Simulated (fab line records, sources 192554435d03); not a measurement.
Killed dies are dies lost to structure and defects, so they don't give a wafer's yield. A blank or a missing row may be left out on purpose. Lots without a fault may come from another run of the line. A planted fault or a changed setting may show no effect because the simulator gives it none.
fab line records | flow n5_finfet | part 2 of 2: steps 19 to 26 of 26
record lots=5 wafers=15 last_day=19
route steps=1938 shown BEOL_M0_SAQP@681 BEOL_M0_CUTY@701
lots that met no fault: from a run of the same line without faults
start_h: hours from the record's first day to the start of the lot's first wafer shown | wait_h: hours since the lot's step before | " the same as in the row above | L1.1+2: a row that stands for several wafers | - no value, or no start given | * or withheld: withheld | < > ~ a bound
route shown NAME@n: a module of which the file shows steps, and the number in the route of the first | usual: mean/standard deviation of fault-free wafers | same: alike in all rows | chamber/n: place in a boat | sites: the reading at each site | _std_site: their standard deviation | _edge_site: outer sites' mean less inner sites' | radius_mm: how far each site lies from the wafer's centre | mask NAME#n: copy n | behind: the tool/chamber that last shaped the wafer | hold: why the lot was held/for how many hours/how that ended | device: the transistor (n, p or np) that didn't switch | end of line: the same wafers' tests at the end of the route | a step without rows: its recipe alone | killed: dies lost to structure and defects at the first sort, not the wafer's yield | map: a wafer's dies, x killed, . not, _ none there
set.NAME: the setting as run; set.NAME@STEP: as run at that earlier step | model.NAME: the simulator's own value behind a step, which no gauge read
lots at some steps of the route; a table a step, a row a wafer
services: from which hour (start_h, from the record's first day; less than 0 if before it) a tool's chamber was out of use, for how many hours, and why
## steps
# step N5_BEOL_M0_SAQP_ETCH_49
# recipe chemistry=CF4/O2 target_depth_a=370 target=SiO2 pressure_mtorr=40 source_w=535 bias_w=49 Ar_flow_sccm=100 cf4_flow_sccm=100 O2_flow_sccm=10 ion_energy_ev=100
# usual cf4_flow_sccm=99.99/0.29 drypump_motor_current_A=5.9/0.36 oes_product_au=0.81/0.093 rf_vpp_V=237/3.9 showerhead_plenum_p_Torr=2.20/0.079 throttle_valve_pct=15.78/0.24
# columns lot.wafer tool chamber start_h wait_h cf4_flow_sccm drypump_motor_current_A oes_product_au rf_hours_counter_h rf_vpp_V showerhead_plenum_p_Torr throttle_valve_pct
L077.1 rie_diel-04 0 133.70 0.3 99.79 5.7 0.75 138 235 2.21 15.74
L077.4 " 2 " " 99.88 5.9 0.95 7 234 2.17 15.69
L077.5 " 2 " " 100.17 5.9 0.94 - 234 2.17 15.72
L080.2 rie_diel-04 0 147.31 0.4 99.48 5.7 0.74 143 235 2.21 15.76
L080.3 " 2 " " 100.30 5.9 0.93 11 232 2.16 15.70
L080.4 " 3 " " 99.40 5.2 0.90 28 245 2.25 15.69
L081.1 rie_diel-06 3 153.75 0.4 99.95 6.3 0.79 111 236 2.06 15.66
L081.3 " 0 " " 100.01 5.9 0.95 4 238 2.17 15.23
L081.4 " 2 " " 100.13 5.2 0.66 239 241 2.27 15.90
L091.1 rie_diel-01 2 217.78 0.3 99.76 6.0 0.94 8 238 2.26 15.39
L091.5 " 3 " " 100.37 6.3 0.78 - 236 2.29 15.98
L091.6 " 2 " " 99.82 6.1 0.95 - 235 2.26 15.42
L093.2 rie_diel-04 1 229.31 0.3 100.06 6.3 0.95 5 235 2.25 15.85
L093.5 " 3 " " 100.09 5.2 0.86 - 246 2.24 15.75
L093.6 " 0 " " 99.77 5.7 0.73 - 237 2.20 15.82
# step N5_BEOL_M0_SAQP_STRIP_75
# recipe chemistry=CF4 resist=SiARC power_w=300 bias_power_w=75 pressure_mtorr=50 cf4_flow_sccm=150 rf_frequency_hz=6e+07
# usual cf4_flow_sccm=150.0/0.45 drypump_motor_current_A=5.9/0.36 oes_product_au=0.187/0.021 rf_vpp_V=271.0/1.6 showerhead_plenum_p_Torr=1.79/0.064 throttle_valve_pct=13.52/0.26
# columns lot.wafer tool chamber start_h wait_h cf4_flow_sccm drypump_motor_current_A oes_product_au rf_hours_counter_h rf_vpp_V showerhead_plenum_p_Torr throttle_valve_pct
L077.1 rie_diel-04 0 133.80 0.1 150.2 5.7 0.171 138 272.0 1.78 13.45
L077.4 " 2 " " 150.3 5.9 0.225 7 269.8 1.77 13.43
L077.5 " 2 " " 149.7 5.9 0.216 - 270.3 1.77 13.44
L080.2 rie_diel-04 0 147.41 0.1 150.2 5.7 0.175 143 271.1 1.78 13.46
L080.3 " 2 " " 149.5 5.9 0.218 11 270.1 1.77 13.46
L080.4 " 3 " " 150.7 5.2 0.203 28 272.0 1.84 13.42
L081.1 rie_diel-06 3 153.85 0.1 150.0 6.3 0.186 111 268.7 1.68 13.39
L081.3 " 0 " " 150.5 5.9 0.217 4 271.3 1.76 12.95
L081.4 " 2 " " 150.1 5.2 0.159 239 271.6 1.85 13.71
L091.1 rie_diel-01 2 217.88 0.1 150.8 6.1 0.215 8 272.1 1.84 13.12
L091.5 " 3 " " 149.2 6.3 0.177 - 272.4 1.85 13.68
L091.6 " 2 " " 150.0 6.1 0.214 - 272.0 1.84 13.11
L093.2 rie_diel-04 1 229.41 0.1 149.4 6.3 0.230 5 271.2 1.85 13.58
L093.5 " 3 " " 150.4 5.2 0.198 - 272.8 1.83 13.51
L093.6 " 0 " " 150.8 5.7 0.165 - 269.9 1.77 13.52
# step N5_BEOL_M0_CUTY_COAT_50
# recipe resist=SiARC temp_c=220 time_s=60 spin_rpm=1500 resist_thk_nm=15
# usual chill_plate_temp_C=23.02/0.11 exhaust_pa=44.9/0.83 plate_temp_C=220.01/0.18
# columns lot.wafer tool chamber start_h wait_h chill_plate_temp_C exhaust_pa plate_temp_C
L077.1 litho_track-01 0 133.85 0.0 22.80 45.2 220.44
L077.4 " 0 " " 22.79 44.9 220.00
L077.5 " 0 " " 22.80 44.8 220.13
L080.2 litho_track-04 0 147.45 0.0 23.00 45.1 220.16
L080.3 " 0 " " 22.83 44.2 220.26
L080.4 " 0 " " 23.02 44.6 220.03
L081.1 litho_track-01 0 153.90 0.0 23.13 44.6 219.86
L081.3 " 0 " " 23.25 45.5 219.81
L081.4 " 0 " " 23.16 44.9 220.04
L091.1 litho_track-04 0 217.92 0.0 22.92 45.1 219.86
L091.5 " 0 " " 23.02 45.1 219.92
L091.6 " 0 " " 22.92 45.2 220.19
L093.2 litho_track-04 0 229.45 0.0 22.89 45.7 220.03
L093.5 " 0 " " 22.82 43.8 219.89
L093.6 " 0 " " 23.02 45.1 220.06
# step N5_BEOL_M0_CUTY_COAT_51
# recipe resist=CAR-ArF-block spin_rpm=1500 resist_thk_nm=150
# usual chill_plate_temp_C=22.97/0.11 exhaust_pa=45.0/0.91
# columns lot.wafer tool chamber start_h wait_h chill_plate_temp_C exhaust_pa
L077.1 litho_track-01 0 - - 23.06 45.1
L077.4 " 0 " " 22.85 44.2
L077.5 " 0 " " 23.09 45.2
L080.2 litho_track-04 0 - - 23.07 46.6
L080.3 " 0 " " 23.08 45.3
L080.4 " 0 " " 23.07 45.2
L081.1 litho_track-01 0 - - 23.16 45.4
L081.3 " 0 " " 22.92 44.2
L081.4 " 0 " " 23.15 45.4
L091.1 litho_track-04 0 - - 22.88 45.4
L091.5 " 0 " " 23.12 44.9
L091.6 " 0 " " 22.86 45.4
L093.2 litho_track-04 0 - - 22.81 44.8
L093.5 " 0 " " 23.02 45.5
L093.6 " 0 " " 23.00 44.9
# step N5_BEOL_M0_CUTY_EBR_52
# recipe solvent=PGMEA ebr_width_mm=1.5
# usual chill_plate_temp_C=23.01/0.1 exhaust_pa=45.4/0.83
# columns lot.wafer tool chamber start_h wait_h chill_plate_temp_C exhaust_pa
L077.1 litho_track-01 0 - - 23.07 45.0
L077.4 " 0 " " 22.98 44.5
L077.5 " 0 " " 23.19 45.5
L080.2 litho_track-04 0 - - 23.19 46.6
L080.3 " 0 " " 23.03 44.0
L080.4 " 0 " " 23.27 44.8
L081.1 litho_track-01 0 - - 23.10 46.3
L081.3 " 0 " " 23.13 46.5
L081.4 " 0 " " 23.17 46.9
L091.1 litho_track-04 0 - - 22.96 45.5
L091.5 " 0 " " 23.01 44.8
L091.6 " 0 " " 22.83 46.3
L093.2 litho_track-04 0 - - 22.82 45.5
L093.5 " 0 " " 22.83 46.1
L093.6 " 0 " " 22.75 45.1
# step N5_BEOL_M0_CUTY_SOFTBAKE_53
# recipe temp_c=110 time_s=60 resist=CAR-ArF-block
# usual chill_plate_temp_C=23.02/0.11 exhaust_pa=45.1/0.94 plate_temp_C=109.99/0.13
# columns lot.wafer tool chamber start_h wait_h chill_plate_temp_C exhaust_pa plate_temp_C
L077.1 litho_track-01 0 - - 22.97 45.2 110.09
L077.4 " 0 " " 22.94 45.6 110.14
L077.5 " 0 " " 22.96 45.3 110.02
L080.2 litho_track-04 0 - - 23.05 45.1 109.97
L080.3 " 0 " " 22.92 45.3 110.02
L080.4 " 0 " " 22.97 45.2 109.92
L081.1 litho_track-01 0 - - 23.04 45.2 110.00
L081.3 " 0 " " 22.94 45.5 110.13
L081.4 " 0 " " 22.91 45.9 109.98
L091.1 litho_track-04 0 - - 22.98 45.8 109.98
L091.5 " 0 " " 22.89 45.4 109.74
L091.6 " 0 " " 22.93 44.7 109.98
L093.2 litho_track-04 0 - - 23.07 45.9 109.75
L093.5 " 0 " " 23.13 44.4 110.20
L093.6 " 0 " " 23.13 44.4 110.13
# step N5_BEOL_M0_CUTY_EXPOSE_54
# recipe mask_id=M0_ABLK na=1.35 source_shape=conventional sigma_outer=0.8 polarization=unpolarized dose_mj=36
# columns lot.wafer tool chamber start_h wait_h mask
L077.1+4+5 arfi_scanner-01 0 134.07 - M0_ABLK#0
L080.2+3+4 arfi_scanner-01 0 147.55 - M0_ABLK#0
L081.1+3+4 arfi_scanner-01 0 154.00 - M0_ABLK#0
L091.1+5+6 arfi_scanner-02 0 218.15 - M0_ABLK#0
L093.2+5+6 arfi_scanner-01 0 229.68 - M0_ABLK#0
# step N5_BEOL_M0_CUTY_PEB_55
# recipe peb_temp_c=110 peb_time_s=60 resist=CAR-ArF-block
# usual chill_plate_temp_C=23.01/0.1 exhaust_pa=44.9/0.88 plate_temp_C=109.97/0.13
# same peb_time_s=60
# columns lot.wafer tool chamber start_h wait_h chill_plate_temp_C exhaust_pa plate_temp_C
L077.1 litho_track-01 0 134.13 0.1 22.78 46.1 109.89
L077.4 " 0 " " 22.91 46.4 109.99
L077.5 " 0 " " 23.11 46.0 109.93
L080.2 litho_track-04 0 147.61 0.0 22.93 46.8 109.88
L080.3 " 0 " " 23.13 45.8 109.97
L080.4 " 0 " " 23.05 46.0 109.86
L081.1 litho_track-05 0 154.05 0.1 23.08 45.2 110.13
L081.3 " 0 " " 23.17 45.6 110.08
L081.4 " 0 " " 23.00 42.9 110.06
L091.1 litho_track-04 0 218.20 0.1 23.02 44.6 110.08
L091.5 " 0 " " 22.98 44.1 109.94
L091.6 " 0 " " 23.11 45.5 110.08
L093.2 litho_track-01 0 229.73 0.0 22.93 44.2 110.21
L093.5 " 0 " " 22.92 45.1 110.12
L093.6 " 0 " " 23.01 44.2 110.10
## services
# columns tool chamber start_h hours kind
ald_sin-03 - 114.39 6.1 pm
euv_scanner-01 - 114.58 5.8 pm
arfi_scanner-02 - 116.24 1.0 repair
euv_scanner-01 - 123.99 1.0 pm
euv_scanner-02 - 125.71 0.7 repair
arfi_scanner-01 - 138.44 3.1 pm
arfi_scanner-02 - 146.78 4.9 pm
euv_scanner-02 - 148.25 1.0 pm
rie_diel-04 - 151.51 2.8 pm
euv_scanner-01 - 163.01 0.8 repair
rie_diel-01 0 166.24 2.4 repair
euv_scanner-01 - 172.79 4.0 repair
euv_scanner-01 - 180.14 1.0 pm
rie_diel-04 1 188.60 8.5 repair
euv_scanner-01 - 192.90 0.3 repair
rie_diel-06 1 193.88 1.5 repair
euv_scanner-02 - 196.70 0.5 repair
arfi_scanner-01 - 203.93 1.3 pm
euv_scanner-02 - 204.37 1.0 pm
arfi_scanner-01 - 208.97 1.4 repair
arfi_scanner-01 - 215.57 13.0 repair
euv_scanner-01 - 217.84 0.9 repair
euv_scanner-02 - 219.79 4.6 pm
rie_diel-06 3 227.99 10.4 repair
